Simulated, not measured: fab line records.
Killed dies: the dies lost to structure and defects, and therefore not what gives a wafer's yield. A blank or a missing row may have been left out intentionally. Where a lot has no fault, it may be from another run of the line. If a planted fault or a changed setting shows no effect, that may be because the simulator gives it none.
Chamber matching | flow n5Finfet | N5_HKMG_FIN_DESCUM_53 on rieDiel-04: 4 sister chambers
The step chemistry O2, time 7.9 s. 18 wafers are shown with their chamber, then 9 later ones without.

== WAFERS WITH THEIR CHAMBER ==
wafer  | chamber | showerheadPlenumPTorr (Torr) | throttleValvePct (%) | oesProductAu (a.u.)
L076.2 | 2       | 2.05                         | 20.43                | 0.89
L076.4 | 3       | 2.23                         | 20.26                | 0.91
L076.6 | 2       | 2.05                         | 20.42                | 0.89
L077.1 | 1       | 2.06                         | 20.64                | 0.67
L077.3 | 2       | 2.05                         | 20.43                | 0.89
L077.5 | 0       | 2.08                         | 20.62                | 0.69
L078.1 | 3       | 2.23                         | 20.26                | 0.91
L078.3 | 1       | 2.06                         | 20.63                | 0.68
L078.6 | 1       | 2.06                         | 20.63                | 0.67
L080.1 | 2       | 2.05                         | 20.44                | 0.88
L080.3 | 0       | 2.08                         | 20.64                | 0.69
L080.6 | 3       | 2.23                         | 20.28                | 0.90
L083.1 | 3       | 2.23                         | 20.29                | 0.90
L083.2 | 2       | 2.04                         | 20.44                | 0.87
L083.4 | 0       | 2.08                         | 20.64                | 0.69
L089.2 | 0       | 2.07                         | 20.66                | 0.69
L089.3 | 3       | 2.22                         | 20.30                | 0.86
L089.6 | 0       | 2.07                         | 20.65                | 0.68

SIGNATURES (averages over the wafers above)
reading               | chamber 0 | chamber 1 | chamber 2 | chamber 3 | scatter within a chamber
showerheadPlenumPTorr | 2.0760    | 2.0600    | 2.0480    | 2.2280    | 0.00447
throttleValvePct      | 20.6420   | 20.6333   | 20.4320   | 20.2780   | 0.0134
oesProductAu          | 0.6880    | 0.6733    | 0.8840    | 0.8960    | 0.0125
Rule: distance of a wafer from a chamber = root of the sum over the readings of ((wafer's reading minus chamber's mean) / reading's scatter) squared. The wafer belongs to the nearest chamber; if the next one is less than 2 further off, it can't be placed. The scatter: take each reading less its chamber's mean, square it, sum over the shown wafers, divide by the number of wafers less the number of chambers, and take the root.

== WAFERS WITH NO CHAMBER GIVEN ==
wafer  | showerheadPlenumPTorr (Torr) | throttleValvePct (%) | oesProductAu (a.u.)
L090.1 | 2.07                         | 20.68                | 0.69
L090.3 | 2.22                         | 20.30                | 0.86
L090.6 | 2.07                         | 20.65                | 0.69
L091.4 | 2.07                         | 20.66                | 0.67
L091.5 | 2.22                         | 20.30                | 0.85
L091.6 | 2.04                         | 20.48                | 0.83
L093.1 | 2.07                         | 20.66                | 0.67
L093.4 | 2.05                         | 20.31                | 0.97
L093.5 | 2.04                         | 20.51                | 0.82

== WHICH CHAMBER EACH ONE RAN IN ==
wafer  | from the rows above     | in truth
L090.1 | can't be placed: 0 or 1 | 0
L090.3 | 3                       | 3
L090.6 | can't be placed: 0 or 1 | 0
L091.4 | can't be placed: 0 or 1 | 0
L091.5 | 3                       | 3
L091.6 | 2                       | 2
L093.1 | can't be placed: 0 or 1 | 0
L093.4 | 2                       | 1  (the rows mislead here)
L093.5 | 2                       | 2
Correctly placed: 4 of 9. From these rows, 4 cannot be placed; in 4 the true chamber is one of the candidates. 1 placed wrongly.
